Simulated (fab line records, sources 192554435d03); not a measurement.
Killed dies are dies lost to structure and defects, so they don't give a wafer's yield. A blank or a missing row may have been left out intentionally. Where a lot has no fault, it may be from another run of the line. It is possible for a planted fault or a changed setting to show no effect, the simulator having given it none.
Struck lot and sound lot, side by side + flow n5_finfet + 26 out of 1938 route steps
Sound: these wafers, L730.2, L730.3, L730.5. The struck wafers were L743.2, L743.5, L743.6. At the end, the cause is stated.
At each step with rows: each side's tool, then ch and its chambers, then its first start. Under that, the readings that differ: sound wafers + struck wafers + difference of the means + sigmas: that difference in standard deviations of wafers without a fault.
alike: a reading whose means differ by less than 2 such deviations, as well as words and numbers matching on both sides. not compared: withheld readings; readings where some wafer has no value; bounds like >300 that might hide an equal value; numbers whose values overlap and for which the record gives no deviation.
A row with sigmas, a row that says differs or no value, or rows on one side alone: a step with any of these is where the two part. Non-overlapping numbers with no deviation appear without sigmas and do not part them. Lack of a reading on every wafer of one side parts them only where that side has two or more wafers.

N5_BEOL_M13_SPUTTER_45: material Cu, target thk 80 nm, time 13.33 s.
  sound: pvd_sputter-01 at day 13 01:17; struck: pvd_sputter-03 at day 15 23:53
  alike: cathode_dc_power_W, throttle_valve_pct
then, 3 steps without rows for these wafers: N5_BEOL_M13_ECD_47 (material Cu, target thk 936 nm); N5_BEOL_M13_ANNEAL_48 (time 90 s); N5_BEOL_M13_CMP_49 (polishes, stops on SiOC, t overpolish 17.1 s, target thk 420 nm).
N5_BEOL_M13_THK_MEAS_50: measures by xrf.
  sound: film_metro-02 at day 13 02:19; struck: film_metro-01 at day 16 00:46
  alike: M13_THK
then, 1 step without rows for these wafers: N5_BEOL_M13_PRE_CLEAN_52 (time 15 s).
N5_BEOL_M13_DEP_53: deposits SiCN from 3MS/NH3, target thk 50 nm, time 17.8 s.
  sound on pecvd-04 ch 0,1,2, day 13 02:23; struck on pecvd-02 ch 0,1, day 16 00:49
  alike: chamber_pressure_Torr, showerhead_plenum_p_Torr, throttle_valve_pct
N5_BEOL_M13_RS_MEAS_54: a four-point-probe measurement.
  sound: film_metro-01 at day 13 02:27; struck: film_metro-02 at day 16 00:53
  alike: M13_RS
N5_BEOL_M13_INSPECT_55: inspects for defects (darkfield).
  sound: defect_inspect-01 at day 13 02:29; struck: defect_inspect-02 at day 16 00:55
  alike: raw_defect_count
then, 1 step without rows for these wafers: N5_BEOL_M14_ILD_DEP_00 (deposits SiO2 from TEOS/O2, target thk 1119.3 nm, time 237.4 s).
N5_BEOL_M14_THK_MEAS_01:
  sound: film_metro-01 at day 13 02:42; struck: film_metro-02 at day 16 01:08
  alike: M14_ILD_THK
then, 1 step without rows for these wafers: N5_BEOL_M14_COAT_58 (time 60 s, resist thk 89 nm).
N5_BEOL_M14_COAT_04: resist thk 800 nm.
  sound on litho_track-04 ch 0, day 13 02:44; struck on litho_track-04 ch 0, day 16 01:11
| reading                                    | sound                | struck               | difference | sigmas      |
|--------------------------------------------|----------------------|----------------------|------------|-------------|
| resist_line_temp_C (C)                     | 23.25 23.04 23.02    | 22.91 22.84 22.94    | -0.21      | -2          |
| spin_speed_rpm (rpm)                       | 1704.6 1704.9 1705.1 | 1417.5 1418.5 1419.2 | -286.5     | -99 or more |
| model.coat_of_BEOL_M14_COAT_04.thk_nm (nm) | 799.6 797.6 801.2    | 874.2 879.8 876.4    | +77.3      |             |
then, 6 steps without rows for these wafers: N5_BEOL_M14_EBR_06; N5_BEOL_M14_SOFTBAKE_05 (time 60 s); N5_BEOL_M14_EXPOSE_07 (exposes mask V13); N5_BEOL_M14_PEB_08 (peb time 90 s); N5_BEOL_M14_DEVELOP_09 (develop time 45 s); N5_BEOL_M14_HARDBAKE_14 (time 120 s).
N5_BEOL_M14_CD_MEAS_10: the cd target is 250 nm.
  sound on cd_sem-01 ch 0, day 13 03:11; struck on cd_sem-02 ch 0, day 16 01:27
| reading    | sound             | struck            | difference | sigmas |
|------------|-------------------|-------------------|------------|--------|
| cd_nm (nm) | 253.4 251.3 250.7 | 246.9 246.1 245.5 | -5.6       | -5     |
N5_BEOL_M14_OVL_MEAS_11:
  sound on overlay-02 ch 0, day 13 03:13; struck on overlay-02 ch 0, day 16 01:31
  alike: V13_OVL
N5_BEOL_M14_INSPECT_12: inspects for defects (macro).
  sound: defect_inspect-01 at day 13 03:15; struck: defect_inspect-02 at day 16 01:32
  alike: raw_defect_count
N5_BEOL_M14_DESCUM_15: chemistry O2, time 7.9 s.
  sound on rie_diel-06 ch 0,3, day 13 03:20; struck on rie_diel-04 ch 1,2,3, day 16 01:34
  alike: drypump_motor_current_A, oes_product_au, rf_vpp_V, showerhead_plenum_p_Torr, throttle_valve_pct
  not compared: rf_hours_counter_h
N5_BEOL_M14_ETCH_59: etches BARC in N2/H2, target depth 89 nm, overetch 26.7 nm, time 67.9 s.
  sound on rie_diel-06 ch 0,3, day 13 03:23; struck on rie_diel-04 ch 1,2,3, day 16 01:37
  alike: drypump_motor_current_A, oes_product_au, rf_vpp_V, showerhead_plenum_p_Torr, throttle_valve_pct
  not compared: rf_hours_counter_h
N5_BEOL_M14_VIA_ETCH_16: etches SiO2 in C4F8/O2/Ar, target depth 1231.3 nm.
  sound on rie_diel-06 ch 0,3, day 13 03:26; struck on rie_diel-04 ch 1,2,3, day 16 01:40
| reading                                    | sound           | struck            | difference | sigmas |
|--------------------------------------------|-----------------|-------------------|------------|--------|
| model.coat_of_BEOL_M14_COAT_04.thk_nm (nm) | 454.2 454 449.8 | 533.4 531.8 527.4 | +78.2      |        |
  alike: drypump_motor_current_A, he_inner_torr, oes_f_703_au, oes_o_777_au, oes_product_au, rf_vpp_V, showerhead_plenum_p_Torr, throttle_valve_pct
N5_BEOL_M14_STRIP_63: strips in O2.
  sound: rie_diel-06 ch 0,3; struck: rie_diel-04 ch 1,2,3
  alike: drypump_motor_current_A, oes_product_au, rf_vpp_V, showerhead_plenum_p_Torr, throttle_valve_pct
  not compared: rf_hours_counter_h

WHERE THEY PART
At N5_BEOL_M14_COAT_04 first; at N5_BEOL_M14_CD_MEAS_10 last (within this record only). Later steps at which nothing parts them and some readings are alike: N5_BEOL_M14_OVL_MEAS_11, N5_BEOL_M14_INSPECT_12, N5_BEOL_M14_DESCUM_15, N5_BEOL_M14_ETCH_59, N5_BEOL_M14_VIA_ETCH_16, N5_BEOL_M14_STRIP_63.

WHY: whatever the simulator had introduced
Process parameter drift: litho_track-04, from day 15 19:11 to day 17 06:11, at N5_BEOL_M14_COAT_04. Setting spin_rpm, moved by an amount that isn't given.
